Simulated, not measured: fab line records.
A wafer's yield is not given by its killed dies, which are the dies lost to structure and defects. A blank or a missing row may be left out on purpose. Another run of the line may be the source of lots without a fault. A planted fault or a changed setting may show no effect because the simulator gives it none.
The tool behind it: which one? / flow n5Finfet / 10 lots with 30 wafers sampled at 5 steps, on a route of 1938 steps

== WHAT THE GAUGES SHOWED, per wafer ==
N5_SDB_INSPECT_13: inspects for defects (brightfield). Usual: rawDefectCount 76, standard deviation 35.
lot=L678; measured=day 4 18:29; on=defectInspect-02; rawDefectCount=66 54 47; flag=
lot=L679; measured=day 4 22:07; on=defectInspect-01; rawDefectCount=58 72 110; flag=
lot=L686; measured=day 6 20:14; on=defectInspect-01; rawDefectCount=63 91 102; flag=
lot=L690; measured=day 7 18:17; on=defectInspect-02; rawDefectCount=39 37 47; flag=
lot=L692; measured=day 8 07:05; on=defectInspect-01; rawDefectCount=53 49 33; flag=
lot=L693; measured=day 8 14:41; on=defectInspect-01; rawDefectCount=26 58 52; flag=
lot=L694; measured=day 8 16:59; on=defectInspect-02; rawDefectCount=41 114 110; flag=
lot=L695; measured=day 9 00:08; on=defectInspect-01; rawDefectCount=93 94 47; flag=
lot=L697; measured=day 9 12:22; on=defectInspect-02; rawDefectCount=122 54 109; flag=
lot=L691; measured=day 9 15:14; on=defectInspect-02; rawDefectCount=44 109 72; flag=

N5_BEOL_M4_RC_MEAS_101. Usual: DIBL_N 36.1 mV/V, standard deviation 1.6; DIBL_P 35.8 mV/V, standard deviation 2.1; IOFF_N 0.16 nA/um, standard deviation 0.031; IOFF_P 0.21 nA/um, standard deviation 0.034; ION_N 673 uA/um, standard deviation 12; ION_P 461 uA/um, standard deviation 7.2; SS_N 71.4 mV/dec, standard deviation 0.59; SS_P 73.3 mV/dec, standard deviation 0.63; VT_N 250 mV, standard deviation 3.1; VT_P -250 mV, standard deviation 3.3.
lot=L678; measured=day 9 09:04; on=prober-02; DIBL_N (mV/V)=36.3 36.1 38.2; DIBL_P (mV/V)=36.9 37.0 39.6; IOFF_N (nA/um)=0.17 0.17 0.23; IOFF_P (nA/um)=0.21 0.21 0.27; ION_N (uA/um)=683 677 687; ION_P (uA/um)=459 457 465; SS_N (mV/dec)=71.6 71.6 72.3; SS_P (mV/dec)=73.3 73.4 74.0; VT_N (mV)=250 249 243; VT_P (mV)=-253 -253 -249; flag=
lot=L679; measured=day 9 10:52; on=prober-01; DIBL_N (mV/V)=39.2 37.8 38.8; DIBL_P (mV/V)=40.4 38.3 38.2; IOFF_N (nA/um)=0.20 0.17 0.19; IOFF_P (nA/um)=0.27 0.25 0.24; ION_N (uA/um)=688 676 675; ION_P (uA/um)=470 465 461; SS_N (mV/dec)=71.9 71.4 72.3; SS_P (mV/dec)=74.5 74.2 73.5; VT_N (mV)=246 248 252; VT_P (mV)=-246 -245 -248; flag=
lot=L686; measured=day 11 10:46; on=prober-01; DIBL_N (mV/V)=36.6 36.2 33.7; DIBL_P (mV/V)=36.1 34.7 32.1; IOFF_N (nA/um)=0.16 0.15 0.12; IOFF_P (nA/um)=0.22 0.19 0.16; ION_N (uA/um)=667 665 658; ION_P (uA/um)=463 457 448; SS_N (mV/dec)=71.8 71.3 70.5; SS_P (mV/dec)=73.7 72.7 72.8; VT_N (mV)=249 253 252; VT_P (mV)=-248 -249 -251; flag=
lot=L694; measured=day 13 07:11; on=prober-02; DIBL_N (mV/V)=35.3 37.0 37.0; DIBL_P (mV/V)=34.9 37.4 35.8; IOFF_N (nA/um)=0.15 0.18 0.18; IOFF_P (nA/um)=0.23 0.26 0.23; ION_N (uA/um)=667 670 675; ION_P (uA/um)=470 470 465; SS_N (mV/dec)=71.1 71.5 71.3; SS_P (mV/dec)=73.2 73.6 73.6; VT_N (mV)=253 247 249; VT_P (mV)=-247 -247 -247; flag=
lot=L695; measured=day 13 12:44; on=prober-01; DIBL_N (mV/V)=36.8 38.2 37.3; DIBL_P (mV/V)=35.8 38.7 36.1; IOFF_N (nA/um)=0.18 0.21 0.17; IOFF_P (nA/um)=0.22 0.29 0.23; ION_N (uA/um)=676 685 675; ION_P (uA/um)=465 469 462; SS_N (mV/dec)=71.4 72.2 71.9; SS_P (mV/dec)=73.6 74.5 73.7; VT_N (mV)=247 244 249; VT_P (mV)=-247 -246 -249; flag=
lot=L697; measured=day 13 22:20; on=prober-02; DIBL_N (mV/V)=34.9 35.4 36.7; DIBL_P (mV/V)=36.0 36.3 38.3; IOFF_N (nA/um)=0.16 0.17 0.21; IOFF_P (nA/um)=0.20 0.21 0.24; ION_N (uA/um)=682 674 688; ION_P (uA/um)=463 461 463; SS_N (mV/dec)=71.6 71.3 72.0; SS_P (mV/dec)=73.4 74.2 73.9; VT_N (mV)=248 248 242; VT_P (mV)=-247 -248 -248; flag=
lot=L691; measured=day 14 08:28; on=prober-01; DIBL_N (mV/V)=36.0 35.1 37.1; DIBL_P (mV/V)=35.9 33.0 36.0; IOFF_N (nA/um)=0.17 0.16 0.18; IOFF_P (nA/um)=0.24 0.19 0.23; ION_N (uA/um)=672 687 669; ION_P (uA/um)=463 470 461; SS_N (mV/dec)=71.7 71.0 71.3; SS_P (mV/dec)=73.3 72.7 73.4; VT_N (mV)=250 248 246; VT_P (mV)=-246 -250 -248; flag=

== WHAT TOOL EACH LOT RAN ON (gives the tool, then ch and the chambers of the sampled wafers, and finally the start) ==
lot=L678; N5_ILD0_CMP_07=cmp-03 ch 0,2,3, day 4 14:12; N5_SDB_STRIP_22=plasmaAsher-01 ch 0,1, day 4 18:53; N5_SDB_CUT_ETCH_26=rieSi-04 ch 1,2, day 4 19:08
lot=L679; N5_ILD0_CMP_07=cmp-03 ch 0,1,3, day 4 18:01; N5_SDB_STRIP_22=plasmaAsher-01 ch 0,1, day 4 22:43; N5_SDB_CUT_ETCH_26=rieSi-04 ch 1,2,3, day 4 23:08
lot=L686; N5_ILD0_CMP_07=cmp-01 ch 0,3, day 6 16:04; N5_SDB_STRIP_22=plasmaAsher-02 ch 0,1, day 6 20:34; N5_SDB_CUT_ETCH_26=rieSi-01 ch 1,2,3, day 6 21:13
lot=L690; N5_ILD0_CMP_07=cmp-04 ch 0,1, day 7 14:19; N5_SDB_STRIP_22=plasmaAsher-01 ch 0,1, day 7 18:37; N5_SDB_CUT_ETCH_26=rieSi-04 ch 1,2, day 7 19:37
lot=L692; N5_ILD0_CMP_07=cmp-03 ch 2,3, day 8 03:10; N5_SDB_STRIP_22=plasmaAsher-01 ch 1, day 8 07:50; N5_SDB_CUT_ETCH_26=rieSi-02 ch 0,3, day 8 08:17
lot=L693; N5_ILD0_CMP_07=cmp-01 ch 2,3, day 8 10:40; N5_SDB_STRIP_22=plasmaAsher-02 ch 0,1, day 8 15:04; N5_SDB_CUT_ETCH_26=rieSi-04 ch 0,1,2, day 8 16:27
lot=L694; N5_ILD0_CMP_07=cmp-03 ch 0,1,3, day 8 12:47; N5_SDB_STRIP_22=plasmaAsher-01 ch 1, day 8 17:41; N5_SDB_CUT_ETCH_26=rieSi-04 ch 0,1, day 8 18:36
lot=L695; N5_ILD0_CMP_07=cmp-04 ch 0,1,3, day 8 20:06; N5_SDB_STRIP_22=plasmaAsher-01 ch 0,1, day 9 00:29; N5_SDB_CUT_ETCH_26=rieSi-01 ch 0,3, day 9 00:47
lot=L697; N5_ILD0_CMP_07=cmp-01 ch 1,2, day 9 08:20; N5_SDB_STRIP_22=plasmaAsher-02 ch 0,1, day 9 12:49; N5_SDB_CUT_ETCH_26=rieSi-04 ch 0,2,3, day 9 13:06
lot=L691; N5_ILD0_CMP_07=cmp-04 ch 0,1,2, day 9 11:21; N5_SDB_STRIP_22=plasmaAsher-01 ch 0,1, day 9 15:50; N5_SDB_CUT_ETCH_26=rieSi-04 ch 1,2, day 9 16:06
- N5_ILD0_CMP_07: polishes SiO2 flowable, stops on poly-Si, t overpolish 1.18 s, target thk 138.88 nm.
- N5_SDB_STRIP_22: strips in N2/H2.
- N5_SDB_CUT_ETCH_26: etches Si in HBr/Cl2/O2, target depth 129.6 nm, bt time 20 s, time 51.8 s.

== AS READ BY THE TOOLS THEMSELVES (means over the sampled wafers that have a number; for cases with no such wafer, the mark the record gives instead) ==
N5_ILD0_CMP_07. Usual: edgeZonePressureFrac 0.999, standard deviation 0.0045; motorCurrentA 12.5 A, standard deviation 1.3.
lot=L678; tool=cmp-03; edgeZonePressureFrac=1.000; motorCurrentA (A)=11.9; flag=
lot=L679; tool=cmp-03; edgeZonePressureFrac=1.002; motorCurrentA (A)=12.2; flag=
lot=L686; tool=cmp-01; edgeZonePressureFrac=0.994; motorCurrentA (A)=12.0; flag=
lot=L690; tool=cmp-04; edgeZonePressureFrac=1.002; motorCurrentA (A)=12.0; flag=
lot=L692; tool=cmp-03; edgeZonePressureFrac=1.003; motorCurrentA (A)=12.1; flag=
lot=L693; tool=cmp-01; edgeZonePressureFrac=1.000; motorCurrentA (A)=12.4; flag=
lot=L694; tool=cmp-03; edgeZonePressureFrac=1.002; motorCurrentA (A)=12.1; flag=
lot=L695; tool=cmp-04; edgeZonePressureFrac=0.992; motorCurrentA (A)=11.7; flag=
lot=L697; tool=cmp-01; edgeZonePressureFrac=0.998; motorCurrentA (A)=13.3; flag=
lot=L691; tool=cmp-04; edgeZonePressureFrac=0.999; motorCurrentA (A)=13.2; flag=

N5_SDB_STRIP_22. Usual: drypumpMotorCurrentA 5.36 A, standard deviation 0.27; heaterPowerW 355 W, standard deviation 14; oesProductAu 0.715 a.u., standard deviation 0.0042; stripTimeToEndpointS 96.3 s, standard deviation 0.36.
lot=L678; tool=plasmaAsher-01; drypumpMotorCurrentA (A)=5.62; heaterPowerW (W)=355; oesProductAu (a.u.)=0.712; stripTimeToEndpointS (s)=96.0; flag=
lot=L679; tool=plasmaAsher-01; drypumpMotorCurrentA (A)=5.61; heaterPowerW (W)=355; oesProductAu (a.u.)=0.715; stripTimeToEndpointS (s)=96.0; flag=
lot=L686; tool=plasmaAsher-02; drypumpMotorCurrentA (A)=5.04; heaterPowerW (W)=358; oesProductAu (a.u.)=0.716; stripTimeToEndpointS (s)=96.0; flag=
lot=L690; tool=plasmaAsher-01; drypumpMotorCurrentA (A)=5.59; heaterPowerW (W)=355; oesProductAu (a.u.)=0.713; stripTimeToEndpointS (s)=96.3; flag=
lot=L692; tool=plasmaAsher-01; drypumpMotorCurrentA (A)=5.67; heaterPowerW (W)=360; oesProductAu (a.u.)=0.711; stripTimeToEndpointS (s)=96.4; flag=
lot=L693; tool=plasmaAsher-02; drypumpMotorCurrentA (A)=5.09; heaterPowerW (W)=366; oesProductAu (a.u.)=0.712; stripTimeToEndpointS (s)=96.0; flag=
lot=L694; tool=plasmaAsher-01; drypumpMotorCurrentA (A)=5.68; heaterPowerW (W)=362; oesProductAu (a.u.)=0.722; stripTimeToEndpointS (s)=96.9; flag=
lot=L695; tool=plasmaAsher-01; drypumpMotorCurrentA (A)=5.53; heaterPowerW (W)=345; oesProductAu (a.u.)=0.717; stripTimeToEndpointS (s)=96.3; flag=
lot=L697; tool=plasmaAsher-02; drypumpMotorCurrentA (A)=5.03; heaterPowerW (W)=360; oesProductAu (a.u.)=0.715; stripTimeToEndpointS (s)=96.0; flag=
lot=L691; tool=plasmaAsher-01; drypumpMotorCurrentA (A)=5.54; heaterPowerW (W)=347; oesProductAu (a.u.)=0.715; stripTimeToEndpointS (s)=96.5; flag=

N5_SDB_CUT_ETCH_26. Usual: HBr_flow_sccm 150.0 sccm, standard deviation 0.51; O2_flow_sccm 12.00 sccm, standard deviation 0.034; drypumpMotorCurrentA 5.9 A, standard deviation 0.45; mfcCl2Sccm 80.01 sccm, standard deviation 0.26; oesProductAu 1.001 a.u., standard deviation 0.015; throttleValvePct 37.1 %, standard deviation 0.33.
lot=L678; tool=rieSi-04; HBr_flow_sccm (sccm)=150.3; O2_flow_sccm (sccm)=11.98; drypumpMotorCurrentA (A)=6.3; mfcCl2Sccm (sccm)=79.83; oesProductAu (a.u.)=1.004; throttleValvePct (%)=37.0; flag=
lot=L679; tool=rieSi-04; HBr_flow_sccm (sccm)=149.9; O2_flow_sccm (sccm)=11.98; drypumpMotorCurrentA (A)=6.1; mfcCl2Sccm (sccm)=80.36; oesProductAu (a.u.)=1.004; throttleValvePct (%)=37.0; flag=
lot=L686; tool=rieSi-01; HBr_flow_sccm (sccm)=149.7; O2_flow_sccm (sccm)=12.05; drypumpMotorCurrentA (A)=5.4; mfcCl2Sccm (sccm)=80.00; oesProductAu (a.u.)=0.996; throttleValvePct (%)=37.4; flag=
lot=L690; tool=rieSi-04; HBr_flow_sccm (sccm)=-; O2_flow_sccm (sccm)=-; drypumpMotorCurrentA (A)=-; mfcCl2Sccm (sccm)=-; oesProductAu (a.u.)=-; throttleValvePct (%)=-; flag=OFF
lot=L692; tool=rieSi-02; HBr_flow_sccm (sccm)=-; O2_flow_sccm (sccm)=-; drypumpMotorCurrentA (A)=-; mfcCl2Sccm (sccm)=-; oesProductAu (a.u.)=-; throttleValvePct (%)=-; flag=OFF
lot=L693; tool=rieSi-04; HBr_flow_sccm (sccm)=-; O2_flow_sccm (sccm)=-; drypumpMotorCurrentA (A)=-; mfcCl2Sccm (sccm)=-; oesProductAu (a.u.)=-; throttleValvePct (%)=-; flag=OFF
lot=L694; tool=rieSi-04; HBr_flow_sccm (sccm)=150.6; O2_flow_sccm (sccm)=11.99; drypumpMotorCurrentA (A)=6.4; mfcCl2Sccm (sccm)=80.09; oesProductAu (a.u.)=0.996; throttleValvePct (%)=37.2; flag=
lot=L695; tool=rieSi-01; HBr_flow_sccm (sccm)=150.2; O2_flow_sccm (sccm)=12.00; drypumpMotorCurrentA (A)=5.9; mfcCl2Sccm (sccm)=79.97; oesProductAu (a.u.)=0.984; throttleValvePct (%)=37.4; flag=
lot=L697; tool=rieSi-04; HBr_flow_sccm (sccm)=149.4; O2_flow_sccm (sccm)=11.99; drypumpMotorCurrentA (A)=5.9; mfcCl2Sccm (sccm)=80.15; oesProductAu (a.u.)=0.995; throttleValvePct (%)=37.1; flag=
lot=L691; tool=rieSi-04; HBr_flow_sccm (sccm)=149.6; O2_flow_sccm (sccm)=12.03; drypumpMotorCurrentA (A)=6.2; mfcCl2Sccm (sccm)=79.72; oesProductAu (a.u.)=1.009; throttleValvePct (%)=36.9; flag=

== THE ANSWER, worked out from the rows above alone ==
Rule: take the mean of a lot's wafers that have a number; if it is more than 3 standard deviations from the usual mean, the lot is off. A lot without any number at a reading at which 4 lots or more have one is off too. All remaining lots with rows at the step are treated as sound. The gauges are gone through in route order, then the tools' own readings, and for those a lot's mean is taken as printed above. At the first step where some lot is off, the reading lying furthest off is the one used; lots without a number count as furthest.
Off: L690, L692, L693, at N5_SDB_CUT_ETCH_26 (HBr_flow_sccm). Without a number there: L690, L692, L693.
If a tool, at that step or one of the process steps before it, ran each lot that is off and ran no sound lot following the first of them, it fits. Of those tried, none fits.

== WHAT WAS PUT IN BY THE SIMULATOR ==
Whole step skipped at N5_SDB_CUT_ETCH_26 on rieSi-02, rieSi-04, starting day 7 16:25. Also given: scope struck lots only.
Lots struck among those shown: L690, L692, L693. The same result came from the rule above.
